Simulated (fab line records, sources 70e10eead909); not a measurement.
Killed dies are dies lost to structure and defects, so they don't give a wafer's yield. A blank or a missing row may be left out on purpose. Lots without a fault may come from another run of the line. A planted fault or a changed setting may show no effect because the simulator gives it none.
Which tool did it? | flow nand_harc | 11 lots, 33 wafers sampled, at 5 steps of a route of 1159

WHAT THE GAUGES READ, wafer by wafer
NHARC_END_SORT_01.
lot  | measured     | on        | defect_limited_yield (%)
L472 | day 21 16:08 | prober-01 | 94.5 94.4 95.4
L473 | day 21 20:13 | prober-02 | 96.5 97.5 97.3
L480 | day 23 07:53 | prober-01 | 97.2 95.0 96.3

WHICH TOOL RAN EACH LOT (tool, then ch and the chambers of the sampled wafers, then the start)
lot  | NHARC_A_BLC_DESCUM_15              | NHARC_A_BLC_ETCH_16                | NHARC_A_M0_EXPOSE_06               | NHARC_A_M0_ETCH_15
L465 | rie_diel-13 ch 0,2,3, day 17 13:38 | rie_diel-13 ch 2,3, day 17 13:44   | arfi_scanner-03 ch 0, day 17 17:34 | rie_diel-07 ch 1,2,3, no start
L464 | rie_diel-02 ch 0,1,3, day 17 14:16 | rie_diel-02 ch 0,2, day 17 14:24   | arfi_scanner-01 ch 0, day 17 18:02 | rie_diel-07 ch 2,3, no start
L467 | rie_diel-02 ch 0,1,3, day 17 17:12 | rie_diel-02 ch 0,2,3, day 17 17:28 | arfi_scanner-02 ch 0, day 17 21:09 | rie_diel-07 ch 0,1,2, no start
L471 | rie_diel-02 ch 1,2, day 18 23:36   | rie_diel-02 ch 1,2,3, day 18 23:42 | arfi_scanner-02 ch 0, day 19 08:56 | rie_diel-04 ch 2,3, no start
L472 | rie_diel-03 ch 0,2,3, day 19 12:11 | rie_diel-03 ch 0,1, day 19 12:14   | arfi_scanner-03 ch 0, day 19 22:21 | rie_diel-04 ch 0,1,2, day 21 16:08 or earlier
L473 | rie_diel-03 ch 0,1,3, day 19 23:01 | rie_diel-03 ch 1,2,3, day 19 23:06 | arfi_scanner-03 ch 0, day 20 05:02 | rie_diel-04 ch 0,2, day 21 20:13 or earlier
L477 | rie_diel-03 ch 0,1,2, day 20 05:46 | rie_diel-03 ch 2,3, day 20 05:52   | arfi_scanner-02 ch 0, day 20 09:32 | rie_diel-06 ch 0,1,2, day 20 10:07
L479 | rie_diel-03 ch 2,3, day 20 23:42   | rie_diel-03 ch 1,3, day 20 23:47   | arfi_scanner-01 ch 0, day 21 13:13 | rie_diel-07 ch 1,2,3, no start
L480 | rie_diel-13 ch 0,2,3, day 21 00:27 | rie_diel-13 ch 0,3, day 21 00:32   | arfi_scanner-02 ch 0, day 21 13:26 | rie_diel-04 ch 0,3, day 23 07:53 or earlier
L484 | rie_diel-13 ch 0,1,2, day 21 19:30 | rie_diel-13 ch 2,3, day 21 19:35   | arfi_scanner-01 ch 0, day 21 23:49 | rie_diel-06 ch 0,1, no start
L482 | rie_diel-13 ch 0,1,2, day 21 22:38 | rie_diel-13 ch 0,1,3, day 21 22:42 | arfi_scanner-01 ch 0, day 22 02:12 | rie_diel-06 ch 1,3, no start
- NHARC_A_BLC_DESCUM_15: chemistry O2, time 3 s.
- NHARC_A_BLC_ETCH_16: etches the open film in CF4, target depth 39 nm, time 65 s.
- NHARC_A_M0_EXPOSE_06: exposes mask A M0, target cd 80 nm.
- NHARC_A_M0_ETCH_15: etches the open film in C4F8/Ar, target depth 150 nm, overetch 15 nm, time 82.5 s.

THE ANSWER, worked out from the rows above alone
Rule: what is usual is taken from the lots themselves. Put in order of their means at a reading, lots are off if they are a third of the lots or fewer, leave a main group of 4 or more, and stand apart from it by a gap of 3 or more times the standard deviation of the main group's means; of several such gaps the widest counts. A main group whose means are all the same, to the digits that the tables above print for the reading, isn't used. A lot without any number at a reading at which 4 lots or more have one is off too. The other lots that the step has rows for count as sound.
No lot is off at any reading shown: from this, nothing can be told.

WHAT THE SIMULATOR HAD PUT IN
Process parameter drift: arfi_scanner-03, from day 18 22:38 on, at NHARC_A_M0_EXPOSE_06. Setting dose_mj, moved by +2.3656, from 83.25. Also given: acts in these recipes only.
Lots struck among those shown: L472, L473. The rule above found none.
